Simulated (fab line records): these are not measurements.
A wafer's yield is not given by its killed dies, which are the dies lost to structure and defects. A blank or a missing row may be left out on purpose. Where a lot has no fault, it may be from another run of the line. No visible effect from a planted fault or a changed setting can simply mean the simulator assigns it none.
Which tool did it?    flow nand_harc    12 lots with 36 wafers sampled at 6 steps, on a route of 1302 steps

== WHAT THE GAUGES READ, wafer by wafer ==
NHARC_P_M0_INSPECT_11.
lot   measured      on                 raw_defect_count
L730  day 5 06:26   defect_inspect-02  6 3 2
L731  day 5 10:51   defect_inspect-01  2 7 5
L732  day 5 20:32   defect_inspect-02  4 4 4
L736  day 7 16:25   defect_inspect-02  2 2 2
L738  day 8 06:25   defect_inspect-02  4 6 5
L745  day 11 03:19  defect_inspect-02  3 4 5
L747  day 12 11:27  defect_inspect-02  4 3 7
L748  day 12 16:35  defect_inspect-02  3 5 7
L750  day 13 07:17  defect_inspect-02  3 2 3
L749  day 13 07:38  defect_inspect-01  5 9 7
L752  day 14 06:18  defect_inspect-02  1 6 4
L753  day 14 13:24  defect_inspect-02  2 3 4

NHARC_P_M1_CD_MEAS_09: target cd 130 nm.
lot   measured      on         cd_nm (nm)
L730  day 5 10:26   cd_sem-03  130.0 130.7 130.5
L731  day 5 14:41   cd_sem-02  130.7 130.7 129.4
L732  day 6 00:33   cd_sem-01  129.9 129.1 129.2
L736  day 7 20:44   cd_sem-03  122.0 121.6 121.7
L738  day 8 10:26   cd_sem-02  121.6 121.9 121.8
L745  day 11 07:15  cd_sem-01  129.4 129.3 129.3
L747  day 12 15:15  cd_sem-03  130.2 130.1 131.0
L748  day 12 20:31  cd_sem-01  130.0 129.2 129.7
L750  day 13 11:09  cd_sem-03  130.4 130.3 130.6
L749  day 13 11:40  cd_sem-03  131.2 130.7 130.8
L752  day 14 10:19  cd_sem-01  130.3 130.5 130.7
L753  day 14 17:24  cd_sem-01  129.8 130.0 129.9

NHARC_END_SORT_01.
lot   measured      on         defect_limited_yield (%)  killed_at_array  killed_at_other  killed_at_periphery  killed_dies  killed_open  killed_short
L736  day 26 09:37  prober-01  90.0 87.0 90.5            65 88 64         1 0 0            2 0 0                68 88 64     3 5 4        3 1 3
L738  day 27 03:27  prober-01  90.4 91.1 91.4            61 57 52         2 2 4            2 1 2                65 60 58     2 2 3        3 3 4
L745  day 29 04:18  prober-02  86.7 87.1 84.2            85 83 100        1 1 1            4 3 6                90 87 107    4 3 4        1 3 2
L747  day 30 13:56  prober-01  88.8 88.6 86.7            73 72 81         0 0 3            3 5 6                76 77 90     6 7 7        4 2 0
L750  day 31 21:50  prober-01  86.9 85.2 83.6            86 97 104        0 2 1            3 1 6                89 100 111   2 1 4        5 1 2
L749  day 32 10:44  prober-02  94.1 92.3 93.2            36 46 40         0 1 1            4 5 5                40 52 46     7 3 4        4 3 3
L753  day 32 19:26  prober-02  91.4 89.4 90.1            55 68 60         1 1 2            2 3 5                58 72 67     1 2 6        4 5 6

== WHAT TOOL EACH LOT RAN ON (gives the tool, then ch and the chambers of the sampled wafers, and finally the start) ==
lot   NHARC_P_M1_PEB_07                  NHARC_P_M1_ETCH_35                  NHARC_P_M1_ETCH_15
L730  litho_track-01 ch 0, day 5 10:22   rie_diel-09 ch 0,3, day 5 10:43     rie_diel-09 ch 0,1,3, no start
L731  litho_track-01 ch 0, day 5 14:36   rie_diel-12 ch 0,1,2, day 5 14:58   rie_diel-12 ch 0,2,3, no start
L732  litho_track-04 ch 0, day 6 00:28   rie_diel-12 ch 0,3, day 6 00:49     rie_diel-12 ch 0,1,3, no start
L736  litho_track-01 ch 0, day 7 20:40   rie_diel-12 ch 0,2,3, day 7 21:01   rie_diel-12 ch 0,1,2, day 26 09:37 or earlier
L738  litho_track-01 ch 0, day 8 10:22   rie_diel-09 ch 0,2,3, day 8 10:43   rie_diel-09 ch 0,2,3, day 27 03:27 or earlier
L745  litho_track-06 ch 0, day 11 07:10  rie_diel-09 ch 0,1,2, day 11 07:32  rie_diel-09 ch 0,1,3, day 29 04:18 or earlier
L747  litho_track-01 ch 0, day 12 15:11  rie_diel-12 ch 0,1, day 12 15:32    rie_diel-12 ch 0,1,2, day 30 13:56 or earlier
L748  litho_track-06 ch 0, day 12 20:26  rie_diel-08 ch 2,3, day 12 20:47    rie_diel-08 ch 1,2,3, no start
L750  litho_track-04 ch 0, day 13 11:04  rie_diel-12 ch 0,1,2, day 13 11:26  rie_diel-12 ch 0,1, day 31 21:50 or earlier
L749  litho_track-01 ch 0, day 13 11:35  rie_diel-12 ch 1,2,3, day 13 11:57  rie_diel-12 ch 1,2,3, day 32 10:44 or earlier
L752  litho_track-01 ch 0, day 14 10:14  rie_diel-09 ch 1,2,3, day 14 10:35  rie_diel-09 ch 0,2,3, no start
L753  litho_track-04 ch 0, day 14 17:19  rie_diel-12 ch 0,2,3, day 14 17:43  rie_diel-12 ch 1,2,3, day 32 19:26 or earlier
- NHARC_P_M1_PEB_07: peb time 65 s.
- NHARC_P_M1_ETCH_35: etches the open film in N2/H2, target depth 40 nm, overetch 12 nm, time 43.94 s.
- NHARC_P_M1_ETCH_15: etches the open film in C4F8/Ar, target depth 182.5 nm, time 91.2 s.

== WHAT THE TOOLS THEMSELVES READ (means of the sampled wafers that have a number; where no wafer has one, the mark that the record gives instead) ==
NHARC_P_M1_PEB_07.
lot   tool            heater_power_total_W (W)  plate_temp_C (C)
L730  litho_track-01  156.7                     100.02
L731  litho_track-01  156.6                     100.01
L732  litho_track-04  157.0                     100.08
L736  litho_track-01  151.7                     97.53
L738  litho_track-01  151.6                     97.77
L745  litho_track-06  156.3                     100.13
L747  litho_track-01  156.5                     100.12
L748  litho_track-06  156.9                     99.83
L750  litho_track-04  156.8                     99.92
L749  litho_track-01  156.6                     99.90
L752  litho_track-01  156.7                     99.87
L753  litho_track-04  156.7                     100.06

NHARC_P_M1_ETCH_35.
lot   tool         drypump_motor_current_A (A)  oes_product_au (a.u.)  rf_vpp_V (V)  showerhead_plenum_p_Torr (Torr)  throttle_valve_pct (%)
L730  rie_diel-09  6.3                          0.991                  431.1         2.07                             14.170
L731  rie_diel-12  5.6                          0.988                  432.1         2.11                             14.166
L732  rie_diel-12  5.7                          0.991                  430.3         2.06                             14.182
L736  rie_diel-12  5.8                          0.986                  432.6         2.11                             14.169
L738  rie_diel-09  6.2                          1.000                  432.2         2.10                             14.170
L745  rie_diel-09  6.0                          0.980                  433.8         2.13                             14.173
L747  rie_diel-12  5.5                          0.990                  432.0         2.10                             14.175
L748  rie_diel-08  5.9                          1.004                  429.8         1.96                             14.170
L750  rie_diel-12  5.6                          0.995                  432.5         2.10                             14.165
L749  rie_diel-12  5.7                          0.990                  434.8         2.15                             14.169
L752  rie_diel-09  6.2                          0.993                  432.0         2.11                             14.176
L753  rie_diel-12  5.8                          0.999                  432.0         2.10                             14.158

NHARC_P_M1_ETCH_15.
lot   tool         oes_product_au (a.u.)  rf_vpp_V (V)
L730  rie_diel-09  0.925                  442.4
L731  rie_diel-12  0.961                  442.6
L732  rie_diel-12  0.971                  442.9
L736  rie_diel-12  0.967                  442.3
L738  rie_diel-09  0.948                  442.5
L745  rie_diel-09  0.925                  442.4
L747  rie_diel-12  0.931                  441.9
L748  rie_diel-08  0.933                  438.6
L750  rie_diel-12  0.971                  442.4
L749  rie_diel-12  0.967                  444.1
L752  rie_diel-09  0.977                  442.7
L753  rie_diel-12  0.950                  444.1

== THE ANSWER, worked out from the rows above alone ==
Rule: the usual values come from the lots themselves. The widest of any qualifying gaps counts: lots, ordered by their means at a reading, are off when they make up no more than a third of the lots, leave a main group of 4 or more, and stand apart from it by 3 or more times the standard deviation of that group's means. If all means in a main group match to the digits the tables above print for the reading, that group is not used. Also off: a lot with no number at a reading for which 4 or more lots have one. Any other lot the step has rows for is counted as sound. Order of review: gauges by route order, followed by the tools' own readings, for which a lot's mean as printed above is used. The first step at which some lot is off is used, and at that step the reading that is off furthest; a lot without a number counts as furthest.
Off: L736, L738, at NHARC_P_M1_CD_MEAS_09 (cd_nm). Main group: mean 130.1 nm, sd 0.5.
If a tool, at a process step before that reading, ran all the lots that are off and no sound lot after the first of them, it fits. Not tried: the gauges at NHARC_P_M1_CD_MEAS_09; whatever is off there is also off at NHARC_P_M1_PEB_07, on other tools, and gauge error can't account for it. No candidate that was tried fits.

== WHAT THE SIMULATOR HAD INSERTED ==
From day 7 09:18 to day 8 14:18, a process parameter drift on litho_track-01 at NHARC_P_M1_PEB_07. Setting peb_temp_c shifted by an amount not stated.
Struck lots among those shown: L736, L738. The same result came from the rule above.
